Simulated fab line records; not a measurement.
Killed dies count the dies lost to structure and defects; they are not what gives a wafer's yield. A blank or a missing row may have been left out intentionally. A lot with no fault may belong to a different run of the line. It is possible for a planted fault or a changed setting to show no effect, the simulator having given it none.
Chamber matching + flow nand-harc + 4 sister chambers for NHARC_A_CHANNEL_FILL_D1_ETCHBACK_20 on rie-diel-05
The step etches the open film in C4F8/O2/Ar, target depth 27 nm, time 13.5 s. 8 wafers are shown with their chamber, then 7 later ones without.

== WAFERS, EACH WITH ITS CHAMBER ==
| wafer  | chamber | rf-vpp-V (V) | rf-fwd-power-W (W) |
|--------|---------|--------------|--------------------|
| L728.5 | 2       | 974          | 589.7              |
| L728.6 | 1       | 979          | 586.8              |
| L727.5 | 3       | 987          | 587.4              |
| L732.1 | 0       | 978          | 583.7              |
| L732.3 | 2       | 974          | 592.8              |
| L732.4 | 3       | 988          | 587.9              |
| L741.1 | 0       | 978          | 585.1              |
| L741.2 | 1       | 978          | 581.6              |

== WAFERS MISSING THEIR CHAMBER ==
| wafer  | rf-vpp-V (V) | rf-fwd-power-W (W) |
|--------|--------------|--------------------|
| L741.5 | 974          | 587.1              |
| L742.3 | 977          | 586.8              |
| L742.4 | 978          | 581.2              |
| L742.6 | 979          | 583.6              |
| L743.1 | 977          | 589.5              |
| L743.2 | 978          | 585.5              |
| L743.6 | 978          | 581.6              |

== WHICH CHAMBER EACH WENT THROUGH ==
| wafer  | from the rows above     | in truth |
|--------|-------------------------|----------|
| L741.5 | 2                       | 2        |
| L742.3 | can't be placed: 0 or 1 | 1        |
| L742.4 | can't be placed: 0 or 1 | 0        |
| L742.6 | can't be placed: 1 or 0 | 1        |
| L743.1 | can't be placed: 0 or 1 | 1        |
| L743.2 | can't be placed: 0 or 1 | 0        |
| L743.6 | can't be placed: 0 or 1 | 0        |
Placed correctly: 1 of 7. Not placeable from these rows: 6 (in 6, the candidates include the true chamber). Wrongly placed: 0.
How it was worked out, from the rows above alone: a wafer's distance from a chamber is the root of the sum, over the readings, of the square of ((its reading less the chamber's mean) divided by the reading's scatter). The wafer belongs to the nearest chamber; if the next one is less than 2 further off, it can't be placed. For every chamber, the mean is computed from those of its wafers that are shown. The scatter: take each reading less its chamber's mean, square it, sum over the shown wafers, divide by the number of wafers less the number of chambers, and take the root.
